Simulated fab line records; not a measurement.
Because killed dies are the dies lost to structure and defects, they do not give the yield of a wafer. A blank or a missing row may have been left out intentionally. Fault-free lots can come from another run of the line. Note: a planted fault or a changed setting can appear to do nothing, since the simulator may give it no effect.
fab line records	flow n5-finfet
[record] lots = 7	wafers = 21
route steps=1938 shown HKMG_FIN@427 MOL_CONTACT_COAG@517 BEOL_M0_SAQP@635 BEOL_M1@758
start-h: hours from the record's opening day to when the first of the lot's shown wafers began	wait-h: hours elapsed since this lot's preceding step	" as in the row above	L1.1+2: several wafers, shown together as one row	- either no value or no given start	* or withheld: withheld	< > ~ a bound
route shown NAME@n: a module of which the file shows steps, and the number in the route of the first	usual: mean and standard deviation over wafers with no fault	same: alike in all rows	chamber/n: place in a boat	sites: the reading at each site	_std_site: their standard deviation	_edge_site: mean of outer sites minus mean of inner sites	radius-mm: for every site, how far away it sits from the centre of the wafer	mask NAME#n: copy n	behind: tool/chamber where the wafer was last shaped	hold: why the lot was held/for how many hours/how that ended	device: whichever transistor did not switch (one of n, p or np)	end of line: the route-end tests of the same wafers	step lacking rows: just its recipe	killed: not the wafer's yield, but the dies lost to structure and defects at the first sort	map: shows each die of a wafer: x if killed, . if not, _ if none is there
set.NAME: the setting that was run; set.NAME@STEP: the one run at that earlier step	model.NAME: the simulator's own value behind a step, which no gauge read
lots with deliberately changed settings; one table per step, one row per wafer
[[steps]]
[step N5_HKMG_FIN_EXPOSE_09]
[recipe] mask-id = NWFM	na = 1.35	source-shape = conventional	sigma-outer = 0.8	polarization = unpolarized	dose-mj = 39.25
lot.wafer	tool	chamber	start-h	wait-h	mask	set.dose-mj
L075.1+2+3	arfi-scanner-03	0	84.11	-	NWFM#0	39.25
L076.4+5	arfi-scanner-03	0	96.28	-	NWFM#0	39.25
L076.6	"	0	"	"	NWFM#0	40.42
L077.1+3	arfi-scanner-03	0	105.70	-	NWFM#0	39.25
L077.6	"	0	"	"	NWFM#0	37.43
L080.1+5	arfi-scanner-03	0	116.41	-	NWFM#0	41.56
L080.2	"	0	"	"	NWFM#0	39.25
L082.3+4+6	arfi-scanner-03	0	125.92	-	NWFM#0	39.25
L087.1+5	arfi-scanner-01	0	158.79	-	NWFM#0	40.24
L087.4	"	0	"	"	NWFM#0	39.25
L095.1+3	arfi-scanner-01	0	202.45	-	NWFM#0	39.25
L095.6	"	0	"	"	NWFM#0	36.51
[step N5_HKMG_FIN_PEB_10]
[recipe] peb-temp-c = withheld	peb-time-s = 60	resist = CAR-ArF
[step N5_HKMG_FIN_DEVELOP_11]
[recipe] develop-time-s = 30	developer = TMAH	resist = CAR-ArF	dev-temp-c = 23	rinse-liquid = diw	dry = air-spin
[step N5_HKMG_FIN_CD_MEAS_12]
[recipe] target-cd-nm = 92.8	landing-energy-ev = 500	detector = se-inlens
[usual] cd-nm = 93.0/0.51
lot.wafer	tool	chamber	start-h	wait-h	set.dose-mj@HKMG_FIN_EXPOSE_09	cd-nm
L075.1	cd-sem-01	0	84.23	-	39.25	92.8
L075.2	"	0	"	"	39.25	93.3
L075.3	"	0	"	"	39.25	93.0
L076.4	cd-sem-02	0	96.40	-	39.25	93.7
L076.5	"	0	"	"	39.25	94.4
L076.6	"	0	"	"	40.42	95.2
L077.1	cd-sem-02	0	105.83	-	39.25	92.7
L077.3	"	0	"	"	39.25	92.6
L077.6	"	0	"	"	37.43	90.6
L080.1	cd-sem-01	0	116.53	-	41.56	96.5
L080.2	"	0	"	"	39.25	93.1
L080.5	"	0	"	"	41.56	96.9
L082.3	cd-sem-01	0	126.03	-	39.25	92.7
L082.4	"	0	"	"	39.25	93.2
L082.6	"	0	"	"	39.25	93.2
L087.1	cd-sem-01	0	158.92	-	40.24	94.7
L087.4	"	0	"	"	39.25	93.0
L087.5	"	0	"	"	40.24	95.7
L095.1	cd-sem-03	0	202.57	-	39.25	92.4
L095.3	"	0	"	"	39.25	92.6
L095.6	"	0	"	"	36.51	87.7
[step N5_HKMG_FIN_ETCH_35]
[recipe] chemistry = N2/H2	target = SOC	target-depth-a = 2158	ion-energy-ev = 65	bias-w = 5	source-w = 3000	time-s = 243.4	pressure-mtorr = 30	n2-flow-sccm = 200	h2-flow-sccm = 200
lot.wafer	tool	chamber	start-h	wait-h	set.source-w	model.HKMG_FIN.feature-depth-nm	model.etch.depth-nm	model.SOC_of_HKMG_FIN_COAT_29.thk-nm
L075.1	rie-diel-02	3	84.62	0.0	3000	225.4	225.3	75.2
L075.2	"	1	"	"	3000	212	211.9	88.6
L075.3	"	2	"	"	3000	212.2	212.2	88.2
L076.4	rie-diel-03	0	96.91	0.0	2729	205.2	205.3	95
L076.5	"	2	"	"	3000	219.4	219.4	79.8
L076.6	"	1	"	"	2729	198.4	198.5	102.2
L077.1	rie-diel-03	3	106.84	0.0	3000	213	213	86.2
L077.3	"	0	"	"	3528	256.2	256.3	43.4
L077.6	"	1	"	"	3528	247.8	247.7	52.4
L080.1	rie-diel-02	2	117.06	0.0	3000	212	212	87.8
L080.2	"	1	"	"	3000	212.2	212.1	88.2
L080.5	"	2	"	"	3000	211.8	211.9	87.6
L082.3	rie-diel-03	2	126.42	0.0	2615	191.8	191.8	108
L082.4	"	3	"	"	2615	187	186.9	113.2
L082.6	"	0	"	"	2615	196	196	104.6
L087.1	rie-diel-03	0	159.75	0.0	3000	223.6	223.5	78.2
L087.4	"	0	"	"	3000	220.6	220.6	80
L087.5	"	1	"	"	3000	213.2	213.2	86.2
L095.1	rie-diel-04	0	202.96	0.0	3000	217.2	217.1	82.6
L095.3	"	1	"	"	3000	225.8	225.8	74.8
L095.6	"	0	"	"	3000	217.2	217.2	83.2
[step N5_HKMG_FIN_STRIP_92]
[recipe] chemistry = N2/H2	material = SOC	time-s = 20	power-w = 500	temp-c = 40	pressure-mtorr = 50	rf-frequency-hz = 6e+07	bias-power-w = 8	h2-frac = 0.5	n2-flow-sccm = 300	h2-flow-sccm = 300
lot.wafer	tool	chamber	start-h	wait-h	set.source-w@HKMG_FIN_ETCH_35	model.SOC_of_HKMG_FIN_COAT_29.thk-nm
L075.1	rie-diel-02	3	84.77	0.1	3000	64.6
L075.2	"	1	"	"	3000	78.8
L075.3	"	2	"	"	3000	78.2
L076.4	rie-diel-03	0	97.06	0.1	2729	84.6
L076.5	"	2	"	"	3000	69.4
L076.6	"	1	"	"	2729	92
L077.1	rie-diel-03	3	106.99	0.1	3000	75.8
L077.3	"	0	"	"	3528	33
L077.6	"	1	"	"	3528	42.4
L080.1	rie-diel-02	2	117.21	0.1	3000	77.8
L080.2	"	1	"	"	3000	78.2
L080.5	"	2	"	"	3000	77.6
L082.3	rie-diel-03	2	126.57	0.1	2615	97.8
L082.4	"	3	"	"	2615	103
L082.6	"	0	"	"	2615	94
L087.1	rie-diel-03	0	159.90	0.1	3000	67.8
L087.4	"	0	"	"	3000	69.4
L087.5	"	1	"	"	3000	76.2
L095.1	rie-diel-04	0	203.11	0.1	3000	72.4
L095.3	"	1	"	"	3000	64
L095.6	"	0	"	"	3000	73
[step N5_MOL_CONTACT_COAG_COAT_103]
[recipe] resist = SOC	temp-c = 250	time-s = 60	spin-rpm = 1500	resist-thk-nm = 80
lot.wafer	tool	chamber	start-h	wait-h	set.spin-rpm	model.SOC_of_MOL_CONTACT_COAG_COAT_103.thk-nm
L075.1	litho-track-03	0	97.58	0.0	1500	80
L075.2	"	0	"	"	1500	79.6
L075.3	"	0	"	"	1500	79.8
L076.4	litho-track-04	0	111.27	0.0	1500	79.8
L076.5	"	0	"	"	1645	76
L076.6	"	0	"	"	1500	80
L077.1+3+6	litho-track-01	0	118.25	0.0	1500	80.2
L080.1	litho-track-01	0	128.45	0.0	1500	80.2
L080.2	"	0	"	"	1360	84
L080.5	"	0	"	"	1360	84.4
L082.3+4+6	litho-track-03	0	138.01	0.0	1500	79.6
L087.1+5	litho-track-01	0	171.10	0.0	1634	76.2
L087.4	"	0	"	"	1500	79.6
L095.1	litho-track-01	0	214.49	0.0	1500	80
L095.3	"	0	"	"	1342	84.2
L095.6	"	0	"	"	1500	79.8
[step N5_MOL_CONTACT_COAG_COAT_02]
[recipe] resist = CAR-EUV	spin-rpm = 1500	resist-thk-nm = 30
lot.wafer	tool	chamber	start-h	wait-h	set.spin-rpm	model.CAR-EUV_of_MOL_CONTACT_COAG_COAT_02.thk-nm
L075.1+2+3	litho-track-03	0	-	-	1500	30
L076.4	litho-track-04	0	-	-	1500	30.4
L076.5	"	0	"	"	1500	30.2
L076.6	"	0	"	"	1406	31.2
L077.1+6	litho-track-01	0	-	-	1602	29
L077.3	"	0	"	"	1500	30
L080.1	litho-track-01	0	-	-	1500	30
L080.2+5	"	0	"	"	1392	31.2
L082.3	litho-track-03	0	-	-	1500	30
L082.4	"	0	"	"	1669	28.2
L082.6	"	0	"	"	1500	29.8
L087.1	litho-track-01	0	-	-	1500	29.8
L087.4+5	"	0	"	"	1500	30
L095.1+6	litho-track-01	0	-	-	1500	30
L095.3	"	0	"	"	1500	29.8
[step N5_MOL_CONTACT_COAG_EBR_04]
[recipe] solvent = PGMEA	ebr-width-mm = 1.5
[step N5_MOL_CONTACT_COAG_SOFTBAKE_03]
[recipe] temp-c = 110	time-s = 60	resist = CAR-EUV
[step N5_MOL_CONTACT_COAG_EXPOSE_05]
[recipe] mask-id = CA	na = 0.33	source-shape = annular	sigma-inner = 0.4	sigma-outer = 0.8	polarization = unpolarized	defocus-nm = 0	dose-mj = 38.25
[step N5_MOL_CONTACT_COAG_PEB_06]
[recipe] peb-temp-c = 100	peb-time-s = 60	resist = CAR-EUV
[step N5_MOL_CONTACT_COAG_DEVELOP_07]
[recipe] develop-time-s = 30	developer = TMAH	resist = CAR-EUV	rinse-liquid = surfactant-rinse	dry = air-spin	dev-temp-c = 23
lot.wafer	tool	chamber	start-h	wait-h	set.spin-rpm@MOL_CONTACT_COAG_COAT_02	model.CAR-EUV_of_MOL_CONTACT_COAG_COAT_02.thk-nm
L075.1	litho-track-03	0	-	-	1500	29.6
L075.2+3	"	0	"	"	1500	29.4
L076.4+5	litho-track-04	0	-	-	1500	29.8
L076.6	"	0	"	"	1406	30.6
L077.1	litho-track-01	0	-	-	1602	28.6
L077.3	"	0	"	"	1500	29.4
L077.6	"	0	"	"	1602	28.4
L080.1	litho-track-03	0	-	-	1500	29.6
L080.2	"	0	"	"	1392	30.6
L080.5	"	0	"	"	1392	30.8
L082.3+6	litho-track-04	0	-	-	1500	29.4
L082.4	"	0	"	"	1669	27.8
L087.1+5	litho-track-01	0	-	-	1500	29.4
L087.4	"	0	"	"	1500	29.6
L095.1+3+6	litho-track-04	0	-	-	1500	29.4
[step N5_MOL_CONTACT_COAG_ETCH_105]
[recipe] chemistry = CF4	target = SiARC	target-depth-a = 156	mask-material = CAR-EUV	time-s = 26	ion-energy-ev = 80	pressure-mtorr = 40	source-w = 545	bias-w = 36	Ar_flow_sccm = 100	cf4-flow-sccm = 100	ends = cleared
[usual] rf-vpp-V = 184.0/1.2
lot.wafer	tool	chamber	start-h	wait-h	set.bias-w	rf-vpp-V
L075.1	rie-diel-04	1	98.13	0.0	36	184.2
L075.2	"	2	"	"	36	183.5
L075.3	"	0	"	"	36	182.7
L076.4	rie-diel-03	1	111.91	0.0	33.3	175.1
L076.5	"	3	"	"	33.3	174.1
L076.6	"	2	"	"	36	184.7
L077.1	rie-diel-02	0	119.18	0.0	33.63	175.2
L077.3	"	2	"	"	33.63	178.6
L077.6	"	0	"	"	36	183.0
L080.1	rie-diel-04	1	129.13	0.0	36	183.9
L080.2	"	2	"	"	33.24	174.6
L080.5	"	2	"	"	36	181.3
L082.3	rie-diel-03	0	138.71	0.0	37.88	191.4
L082.4	"	2	"	"	36	185.2
L082.6	"	0	"	"	37.88	189.7
L087.1	rie-diel-04	1	171.54	0.0	30.19	164.6
L087.4	"	2	"	"	30.19	163.4
L087.5	"	3	"	"	36	185.4
L095.1	rie-diel-02	0	215.03	0.0	30.2	164.0
L095.3	"	3	"	"	30.2	162.9
L095.6	"	2	"	"	36	184.3
[step N5_MOL_CONTACT_COAG_ETCH_106]
[recipe] chemistry = N2/H2	target = SOC	target-depth-a = 800	overetch-a = 160	mask-material = SiARC	temp-c = 40	time-s = 120	ion-energy-ev = 200	pressure-mtorr = 30	source-w = 840	bias-w = 150	n2-flow-sccm = 200	h2-flow-sccm = 200
[usual] rf-vpp-V = 523.7/2.5
lot.wafer	tool	chamber	start-h	wait-h	set.source-w	set.spin-rpm@MOL_CONTACT_COAG_COAT_103	rf-vpp-V	model.etch.depth-nm
L075.1	rie-diel-04	1	98.16	0.0	840	1500	523.7	79.94
L075.2	"	2	"	"	840	1500	519.6	79.52
L075.3	"	0	"	"	840	1500	520.3	79.83
L076.4	rie-diel-03	1	111.94	0.0	778.1	1500	538.7	79.81
L076.5	"	3	"	"	778.1	1645	532.9	76.09
L076.6	"	2	"	"	778.1	1500	539.0	79.94
L077.1	rie-diel-02	0	119.21	0.0	781.5	1500	533.7	80.16
L077.3	"	2	"	"	840	1500	526.4	80.18
L077.6	"	0	"	"	781.5	1500	531.0	80.24
L080.1	rie-diel-04	1	129.16	0.0	927.6	1500	506.1	80.17
L080.2	"	2	"	"	840	1360	521.0	84.02
L080.5	"	2	"	"	840	1360	519.8	84.47
L082.3	rie-diel-03	0	138.74	0.0	840	1500	525.1	79.65
L082.4	"	2	"	"	840	1500	524.7	79.62
L082.6	"	0	"	"	774.7	1500	537.2	79.56
L087.1	rie-diel-04	1	171.57	0.0	840	1634	523.2	76.26
L087.4	"	2	"	"	751.2	1500	538.7	79.69
L087.5	"	3	"	"	840	1634	525.4	76.29
L095.1	rie-diel-02	0	215.06	0.0	840	1500	519.4	80.01
L095.3	"	3	"	"	912.2	1342	508.7	84.27
L095.6	"	2	"	"	840	1500	525.9	79.84
[step N5_BEOL_M0_SAQP_PECVD_03]
[recipe] material = SiCN	target-thk-a = 120	temp-c = withheld	precursor = 3MS/NH3	pressure-torr = 3	rf-w = 202	time-s = 21.1
lot.wafer	tool	chamber	start-h	wait-h	set.time-s	model.SiCN_of_BEOL_M0_SAQP_PECVD_03.thk-nm
L075.1+2	pecvd-01	1,2	115.04	0.1	21.1	12
L075.3	"	0	"	"	21.1	11.8
L076.4	pecvd-01	2	129.83	0.1	21.1	12.4
L076.5+6	"	0,1	"	"	21.1	12.2
L077.1	pecvd-04	0	141.85	0.1	22.61	13
L077.3	"	1	"	"	21.1	12
L077.6	"	2	"	"	21.1	12.2
L080.1	pecvd-04	1	146.73	0.1	21.1	12
L080.2+5	"	2,0	"	"	21.1	12.2
L082.3	pecvd-01	2	157.05	0.1	21.1	12.2
L082.4	"	0	"	"	22.89	13.4
L082.6	"	2	"	"	22.89	13.2
L087.1	pecvd-01	1	193.86	0.1	21.1	11.8
L087.4+5	"	2,1	"	"	19.95	11.4
L095.1+6	pecvd-02	2,1	235.22	0.1	21.1	12.2
L095.3	"	0	"	"	22.97	13.2
[step N5_BEOL_M0_SAQP_EXPOSE_11]
[recipe] mask-id = M0_CORE	na = 1.35	source-shape = dipole	sigma-inner = 0.538	sigma-outer = 0.738	polarization = te	target-cd-nm = 42	dose-mj = 55
lot.wafer	tool	chamber	start-h	wait-h	mask	set.dose-mj
L075.1+2+3	arfi-scanner-02	0	115.61	-	M0_CORE#0	55
L076.4	arfi-scanner-03	0	130.40	-	M0_CORE#0	51.54
L076.5+6	"	0	"	"	M0_CORE#0	55
L077.1+3+6	arfi-scanner-01	0	142.42	-	M0_CORE#0	52.25
L080.1+2	arfi-scanner-03	0	147.32	-	M0_CORE#0	55
L080.5	"	0	"	"	M0_CORE#0	51.78
L082.3+4	arfi-scanner-03	0	157.50	-	M0_CORE#0	57.19
L082.6	"	0	"	"	M0_CORE#0	55
L087.1+4	arfi-scanner-03	0	194.43	-	M0_CORE#0	52.01
L087.5	"	0	"	"	M0_CORE#0	55
L095.1	arfi-scanner-03	0	235.79	-	M0_CORE#0	55
L095.3+6	"	0	"	"	M0_CORE#0	51.86
[step N5_BEOL_M0_SAQP_PEB_12]
[recipe] peb-temp-c = withheld	peb-time-s = 60	resist = CAR-ArF
[step N5_BEOL_M0_SAQP_DEVELOP_13]
[recipe] develop-time-s = 30	developer = TMAH	resist = CAR-ArF	dev-temp-c = 23	rinse-liquid = diw	dry = air-spin
[step N5_BEOL_M0_SAQP_CD_MEAS_14]
[recipe] target-cd-nm = 42.5	landing-energy-ev = 500	detector = se-inlens
[usual] cd-nm = 42.6/0.32
lot.wafer	tool	chamber	start-h	wait-h	set.dose-mj@BEOL_M0_SAQP_EXPOSE_11	cd-nm
L075.1	cd-sem-02	0	115.74	-	55	42.5
L075.2	"	0	"	"	55	42.5
L075.3	"	0	"	"	55	42.7
L076.4	cd-sem-01	0	130.52	-	51.54	45.1
L076.5	"	0	"	"	55	42.9
L076.6	"	0	"	"	55	42.8
L077.1	cd-sem-02	0	142.54	-	52.25	44.5
L077.3	"	0	"	"	52.25	44.0
L077.6	"	0	"	"	52.25	43.6
L080.1	cd-sem-02	0	147.45	-	55	42.6
L080.2	"	0	"	"	55	42.8
L080.5	"	0	"	"	51.78	44.4
L082.3	cd-sem-03	0	157.62	-	57.19	41.4
L082.4	"	0	"	"	57.19	41.6
L082.6	"	0	"	"	55	42.3
L087.1	cd-sem-03	0	194.55	-	52.01	44.2
L087.4	"	0	"	"	52.01	43.9
L087.5	"	0	"	"	55	42.0
L095.1	cd-sem-03	0	235.92	-	55	42.5
L095.3	"	0	"	"	51.86	43.8
L095.6	"	0	"	"	51.86	44.1
[step N5_BEOL_M0_SAQP_ETCH_101]
[recipe] chemistry = CH3F/O2	target = SiNx	mask-material = SiO2	target-depth-a = 299	time-s = 42.7	pressure-mtorr = 30	source-w = 395	bias-w = 73	Ar_flow_sccm = 150	CH3F_flow_sccm = 30	O2_flow_sccm = 20	ion-energy-ev = 120
[step N5_BEOL_M0_SAQP_ETCH_102]
[recipe] chemistry = CF4	target = SiO2	target-depth-a = 40	ion-energy-ev = 350	time-s = 4.4	pressure-mtorr = 10	icp-w = 800	bias-w = 400	cf4-flow-sccm = 80
[step N5_BEOL_M0_SAQP_MANDREL_ETCH_103]
[recipe] chemistry = HBr/Cl2	target = a-Si	target-depth-a = 450	bt-time-s = 10	stop-on = SiCN	mask-material = SiO2	over-etch-frac = 0.8	time-s = 27	pressure-mtorr = 10	icp-w = 800	bias-w = 75	HBr_flow_sccm = 150	Cl2_flow_sccm = 80	ends = end-point
lot.wafer	tool	chamber	start-h	wait-h	set.time-s@BEOL_M0_SAQP_PECVD_03	model.SiCN_of_BEOL_M0_SAQP_PECVD_03.thk-nm
L075.1	rie-si-01	1	118.02	0.0	21.1	9
L075.2	"	2	"	"	21.1	8.8
L075.3	"	3	"	"	21.1	8.6
L076.4+5+6	rie-si-01	3,0,1	133.54	0.0	21.1	9.2
L077.1	rie-si-01	3	145.45	0.0	22.61	9.8
L077.3	"	2	"	"	21.1	9
L077.6	"	0	"	"	21.1	9.2
L080.1	rie-si-01	0	150.04	0.0	21.1	9
L080.2+5	"	1,0	"	"	21.1	9.2
L082.3	rie-si-01	1	159.46	0.0	21.1	9.2
L082.4+6	"	2,1	"	"	22.89	10.2
L087.1	rie-si-05	3	196.63	0.0	21.1	8.6
L087.4+5	"	1,2	"	"	19.95	8.2
L095.1	rie-si-04	3	238.14	0.0	21.1	9
L095.3	"	2	"	"	22.97	10
L095.6	"	0	"	"	21.1	9.2
[step N5_BEOL_M0_SAQP_RECESS_104]
[recipe] chemistry = HF/NH3	target = SiO2	target-depth-a = 180	afs-cycles = 3	temp-c = 30	sublimation-temp-c = 180	sublimation-time-s = 60
lot.wafer	tool	chamber	start-h	wait-h	set.time-s@BEOL_M0_SAQP_PECVD_03	model.SiCN_of_BEOL_M0_SAQP_PECVD_03.thk-nm
L075.1	vapor-etch-02	0	118.10	0.1	21.1	8.6
L075.2	"	1	"	"	21.1	8.4
L075.3	"	0	"	"	21.1	8.2
L076.4+6	vapor-etch-02	1	133.98	0.4	21.1	9
L076.5	"	1	"	"	21.1	8.8
L077.1	vapor-etch-02	0	145.53	0.1	22.61	9.4
L077.3	"	0	"	"	21.1	8.6
L077.6	"	1	"	"	21.1	8.8
L080.1+2+5	vapor-etch-01	1,0,0	150.12	0.1	21.1	8.8
L082.3	vapor-etch-02	1	159.66	0.2	21.1	9
L082.4+6	"	0,1	"	"	22.89	10
L087.1	vapor-etch-01	1	196.71	0.1	21.1	8.4
L087.4	"	0	"	"	19.95	7.8
L087.5	"	0	"	"	19.95	8
L095.1	vapor-etch-01	1	238.22	0.1	21.1	8.6
L095.3	"	0	"	"	22.97	9.8
L095.6	"	1	"	"	21.1	8.8
[step N5_BEOL_M1_COAT_05]
[recipe] resist = CAR-EUV	spin-rpm = 1500	resist-thk-nm = 30
lot.wafer	tool	chamber	start-h	wait-h	set.spin-rpm	model.CAR-EUV_of_BEOL_M1_COAT_05.thk-nm
L075.1+2	litho-track-02	0	-	-	1500	30
L075.3	"	0	"	"	1500	29.8
L076.4+5	litho-track-02	0	-	-	1500	30
L076.6	"	0	"	"	1629	28.8
L077.1+3	litho-track-04	0	-	-	1599	29
L077.6	"	0	"	"	1500	30
L080.1+2+5	litho-track-04	0	-	-	1500	30
L082.3+4	litho-track-04	0	-	-	1500	29.8
L082.6	"	0	"	"	1500	30
L087.1	litho-track-02	0	-	-	1457	30.4
L087.4+5	"	0	"	"	1500	30
L095.1+6	litho-track-03	0	-	-	1500	30
L095.3	"	0	"	"	1338	31.8
[step N5_BEOL_M1_EBR_07]
[recipe] solvent = PGMEA	ebr-width-mm = 1.5
[step N5_BEOL_M1_SOFTBAKE_06]
[recipe] temp-c = 110	time-s = 60	resist = CAR-EUV
[step N5_BEOL_M1_DESCUM_16]
[recipe] chemistry = O2	time-s = 7	source-power-w = 50	bias-power-w = 20	pressure-mtorr = 20	rf-frequency-hz = 2.712e+07	temp-c = 40	resist = CAR-EUV	o2-flow-sccm = 225
lot.wafer	tool	chamber	start-h	wait-h	set.spin-rpm@BEOL_M1_COAT_05	model.CAR-EUV_of_BEOL_M1_COAT_05.thk-nm
L075.1+2+3	rie-diel-01	1,0,3	131.08	0.0	1500	26
L076.4	rie-diel-06	0	145.56	0.0	1500	26.2
L076.5	"	1	"	"	1500	26
L076.6	"	2	"	"	1629	24.8
L077.1	rie-diel-06	3	157.34	0.0	1599	25
L077.3	"	0	"	"	1599	25.2
L077.6	"	2	"	"	1500	26
L080.1+5	rie-diel-05	2,3	158.32	0.0	1500	26
L080.2	"	3	"	"	1500	26.2
L082.3+4+6	rie-diel-06	2,1,3	172.80	0.0	1500	26
L087.1	rie-diel-06	3	209.67	0.0	1457	26.6
L087.4+5	"	3	"	"	1500	26
L095.1+6	rie-diel-05	1,0	253.39	1.0	1500	26
L095.3	"	3	"	"	1338	27.8
[[key]]
[split] step = N5_HKMG_FIN_EXPOSE_09	setting = dose-mj	stated = 39.25	by = wafer
[response] step = N5_HKMG_FIN_CD_MEAS_12	reading = cd-nm	change = +0.617	per = 1%	r = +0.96
[split] step = N5_HKMG_FIN_ETCH_35	setting = source-w	stated = 3000	by = wafer
[response] step = N5_HKMG_FIN_ETCH_35	reading = model.HKMG_FIN.feature-depth-nm	change = +2.16	per = 1%	r = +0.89
[response] step = N5_HKMG_FIN_ETCH_35	reading = model.etch.depth-nm	change = +2.16	per = 1%	r = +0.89
[response] step = N5_HKMG_FIN_ETCH_35	reading = model.SOC_of_HKMG_FIN_COAT_29.thk-nm	change = -2.16	per = 1%	r = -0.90
[response] step = N5_HKMG_FIN_STRIP_92	reading = model.SOC_of_HKMG_FIN_COAT_29.thk-nm	change = -2.15	per = 1%	r = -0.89
[split] step = N5_MOL_CONTACT_COAG_COAT_103	setting = spin-rpm	stated = 1500	by = wafer
[response] step = N5_MOL_CONTACT_COAG_COAT_103	reading = model.SOC_of_MOL_CONTACT_COAG_COAT_103.thk-nm	change = -0.406	per = 1%	r = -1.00
[response] step = N5_MOL_CONTACT_COAG_ETCH_106	reading = model.etch.depth-nm	change = -0.406	per = 1%	r = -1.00
[split] step = N5_MOL_CONTACT_COAG_COAT_02	setting = spin-rpm	stated = 1500	by = wafer
[response] step = N5_MOL_CONTACT_COAG_COAT_02	reading = model.CAR-EUV_of_MOL_CONTACT_COAG_COAT_02.thk-nm	change = -0.152	per = 1%	r = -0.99
[response] step = N5_MOL_CONTACT_COAG_DEVELOP_07	reading = model.CAR-EUV_of_MOL_CONTACT_COAG_COAT_02.thk-nm	change = -0.14	per = 1%	r = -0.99
[split] step = N5_MOL_CONTACT_COAG_ETCH_105	setting = bias-w	stated = 36	by = wafer
[response] step = N5_MOL_CONTACT_COAG_ETCH_105	reading = rf-vpp-V	change = +1.26	per = 1%	r = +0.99
[split] step = N5_MOL_CONTACT_COAG_ETCH_106	setting = source-w	stated = 840	by = wafer
[response] step = N5_MOL_CONTACT_COAG_ETCH_106	reading = rf-vpp-V	change = -1.39	per = 1%	r = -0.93
[split] step = N5_BEOL_M0_SAQP_PECVD_03	setting = time-s	stated = 21.1	by = wafer
[response] step = N5_BEOL_M0_SAQP_PECVD_03	reading = model.SiCN_of_BEOL_M0_SAQP_PECVD_03.thk-nm	change = +0.116	per = 1%	r = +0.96
[response] step = N5_BEOL_M0_SAQP_MANDREL_ETCH_103	reading = model.SiCN_of_BEOL_M0_SAQP_PECVD_03.thk-nm	change = +0.102	per = 1%	r = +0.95
[response] step = N5_BEOL_M0_SAQP_RECESS_104	reading = model.SiCN_of_BEOL_M0_SAQP_PECVD_03.thk-nm	change = +0.112	per = 1%	r = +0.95
[split] step = N5_BEOL_M0_SAQP_EXPOSE_11	setting = dose-mj	stated = 55	by = wafer
[response] step = N5_BEOL_M0_SAQP_CD_MEAS_14	reading = cd-nm	change = -0.308	per = 1%	r = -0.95
[split] step = N5_BEOL_M1_COAT_05	setting = spin-rpm	stated = 1500	by = wafer
[response] step = N5_BEOL_M1_COAT_05	reading = model.CAR-EUV_of_BEOL_M1_COAT_05.thk-nm	change = -0.155	per = 1%	r = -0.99
[response] step = N5_BEOL_M1_DESCUM_16	reading = model.CAR-EUV_of_BEOL_M1_COAT_05.thk-nm	change = -0.158	per = 1%	r = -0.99
